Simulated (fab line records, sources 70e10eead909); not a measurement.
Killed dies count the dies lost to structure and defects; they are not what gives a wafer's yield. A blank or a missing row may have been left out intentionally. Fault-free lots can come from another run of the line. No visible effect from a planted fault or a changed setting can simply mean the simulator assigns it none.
Which tool did it? :: flow nand_harc :: 18 wafers from 6 lots sampled at 5 of the route's 1302 steps

WHAT EACH GAUGE READ, for each wafer
NHARC_END_SORT_01.
lot: L930
measured: day 28 05:11
on: prober-02
killed_at_array: 32 28 30

WHICH TOOL RAN EACH LOT (tool, then ch and the chambers of the sampled wafers, then the start)
lot: L923
NHARC_P_GATE_STRIP_112: plasma_asher-01 ch 0,1, day 6 20:52
NHARC_P_GATE_STRIP_76: plasma_asher-01 ch 0,1, day 6 21:08
NHARC_P_GATE_IMPLANT_94: implanter-01 ch 0, day 6 22:22
NHARC_P_GATE_RTA_82: rtp_anneal-02 ch 0, day 7 00:57

lot: L924
NHARC_P_GATE_STRIP_112: plasma_asher-01 ch 0,1, day 7 08:28
NHARC_P_GATE_STRIP_76: plasma_asher-01 ch 0,1, day 7 08:44
NHARC_P_GATE_IMPLANT_94: implanter-01 ch 0, day 7 11:41
NHARC_P_GATE_RTA_82: rtp_anneal-02 ch 0, day 7 14:17

lot: L930
NHARC_P_GATE_STRIP_112: plasma_asher-02 ch 0,1, day 9 09:52
NHARC_P_GATE_STRIP_76: plasma_asher-02 ch 0,1, day 9 10:08
NHARC_P_GATE_IMPLANT_94: implanter-01 ch 0, day 9 11:24
NHARC_P_GATE_RTA_82: rtp_anneal-02 ch 0, day 9 13:58

lot: L938
NHARC_P_GATE_STRIP_112: plasma_asher-01 ch 0,1, day 12 20:49
NHARC_P_GATE_STRIP_76: plasma_asher-01 ch 0,1, day 12 21:01
NHARC_P_GATE_IMPLANT_94: implanter-02 ch 0, day 12 22:19
NHARC_P_GATE_RTA_82: rtp_anneal-01 ch 0, day 13 00:58

lot: L940
NHARC_P_GATE_STRIP_112: plasma_asher-01 ch 0,1, day 13 21:33
NHARC_P_GATE_STRIP_76: plasma_asher-01 ch 0,1, day 13 21:48
NHARC_P_GATE_IMPLANT_94: implanter-02 ch 0, day 13 23:02
NHARC_P_GATE_RTA_82: rtp_anneal-02 ch 0, day 14 01:40

lot: L942
NHARC_P_GATE_STRIP_112: plasma_asher-01 ch 0,1, day 14 16:17
NHARC_P_GATE_STRIP_76: plasma_asher-01 ch 0,1, day 14 16:33
NHARC_P_GATE_IMPLANT_94: implanter-02 ch 0, day 14 17:47
NHARC_P_GATE_RTA_82: rtp_anneal-01 ch 0, day 14 20:21
- NHARC_P_GATE_STRIP_112: strips in N2/H2, time 200 s.
- NHARC_P_GATE_STRIP_76: strips in O2.
- NHARC_P_GATE_IMPLANT_94
- NHARC_P_GATE_RTA_82: time 30 s.

THE ANSWER, worked out from the rows above alone
Rule: what is usual is taken from the lots themselves. The widest of any qualifying gaps counts: lots, ordered by their means at a reading, are off when they make up no more than a third of the lots, leave a main group of 4 or more, and stand apart from it by 3 or more times the standard deviation of that group's means. A main group is skipped when, at the precision printed for the reading in the tables above, its means are all equal. A lot without any number at a reading at which 4 lots or more have one is off too. Any other lot the step has rows for is counted as sound.
No lot is off on any of the readings shown, so nothing can be concluded from this.

WHAT THE SIMULATOR HAD PUT IN
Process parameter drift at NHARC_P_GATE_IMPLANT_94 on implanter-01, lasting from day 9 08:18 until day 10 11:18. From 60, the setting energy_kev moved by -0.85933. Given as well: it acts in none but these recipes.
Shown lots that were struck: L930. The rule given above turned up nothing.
